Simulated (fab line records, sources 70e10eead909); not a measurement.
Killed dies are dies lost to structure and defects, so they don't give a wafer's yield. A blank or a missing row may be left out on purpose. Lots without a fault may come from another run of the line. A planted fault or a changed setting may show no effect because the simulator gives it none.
Chamber matching | flow nand_harc | NHARC_A_CHANNEL_HOLE_D2_ETCH_44 on rie_diel-04: 4 sister chambers
The step etches the open film in CF4/O2, target depth 140 nm, overetch 14 nm, time 77 s. 20 wafers are shown with their chamber, then 10 later ones without.

WAFERS WITH THEIR CHAMBER
wafer  | chamber | drypump_motor_current_A (A) | throttle_valve_pct (%) | oes_product_au (a.u.)
L077.1 | 3       | 5.5                         | 13.392                 | 1.006
L077.5 | 1       | 5.8                         | 13.405                 | 0.990
L077.6 | 0       | 5.8                         | 13.393                 | 1.009
L083.1 | 3       | 5.5                         | 13.387                 | 1.001
L083.5 | 0       | 5.8                         | 13.407                 | 0.993
L083.6 | 3       | 5.4                         | 13.371                 | 0.995
L085.2 | 1       | 5.8                         | 13.406                 | 0.982
L085.4 | 2       | 5.4                         | 13.403                 | 0.991
L085.5 | 1       | 5.8                         | 13.388                 | 0.984
L089.3 | 0       | 5.8                         | 13.384                 | 0.995
L089.5 | 0       | 5.8                         | 13.400                 | 0.987
L089.6 | 3       | 5.5                         | 13.393                 | 0.993
L088.1 | 2       | 5.4                         | 13.393                 | 1.003
L088.3 | 1       | 5.8                         | 13.392                 | 1.001
L088.4 | 0       | 5.8                         | 13.406                 | 1.012
L090.1 | 2       | 5.4                         | 13.409                 | 1.010
L090.3 | 1       | 5.8                         | 13.404                 | 0.996
L090.5 | 1       | 5.8                         | 13.389                 | 1.000
L092.1 | 1       | 5.8                         | 13.398                 | 0.994
L092.2 | 3       | 5.5                         | 13.406                 | 1.000

SIGNATURES (means of the wafers above)
reading                 | chamber 0 | chamber 1 | chamber 2 | chamber 3 | scatter within a chamber
drypump_motor_current_A | 5.800     | 5.800     | 5.400     | 5.480     | 0.0224
throttle_valve_pct      | 13.39800  | 13.39743  | 13.40167  | 13.38980  | 0.00969
oes_product_au          | 0.99920   | 0.99243   | 1.00133   | 0.99900   | 0.00824
Rule: a wafer's distance from a chamber is the root of the sum, over the readings, of the square of ((its reading less the chamber's mean) divided by the reading's scatter). The wafer belongs to the nearest chamber; if the next one is less than 2 further off, it can't be placed. The scatter: the root of (the sum of the squares of (reading less its chamber's mean) over the shown wafers, divided by (wafers less chambers)).

WAFERS WITHOUT THEIR CHAMBER
wafer  | drypump_motor_current_A (A) | throttle_valve_pct (%) | oes_product_au (a.u.)
L092.4 | 5.7                         | 13.381                 | 0.997
L094.1 | 5.5                         | 13.411                 | 1.004
L094.4 | 5.8                         | 13.403                 | 0.986
L094.6 | 5.8                         | 13.395                 | 0.998
L095.1 | 5.4                         | 13.397                 | 0.986
L095.2 | 5.8                         | 13.413                 | 0.989
L095.5 | 5.5                         | 13.385                 | 0.993
L096.1 | 5.4                         | 13.402                 | 0.989
L096.3 | 5.8                         | 13.400                 | 0.991
L096.6 | 5.5                         | 13.392                 | 0.995

WHICH CHAMBER EACH WENT THROUGH
wafer  | from the rows above     | in truth
L092.4 | can't be placed: 0 or 1 | 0
L094.1 | 3                       | 3
L094.4 | can't be placed: 1 or 0 | 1
L094.6 | can't be placed: 0 or 1 | 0
L095.1 | 2                       | 2
L095.2 | can't be placed: 1 or 0 | 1
L095.5 | 3                       | 3
L096.1 | 2                       | 2
L096.3 | can't be placed: 1 or 0 | 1
L096.6 | 3                       | 3
Placed correctly: 5 of 10. Can't be placed from these rows: 5 (the true chamber is among the candidates in 5). Placed wrongly: 0.
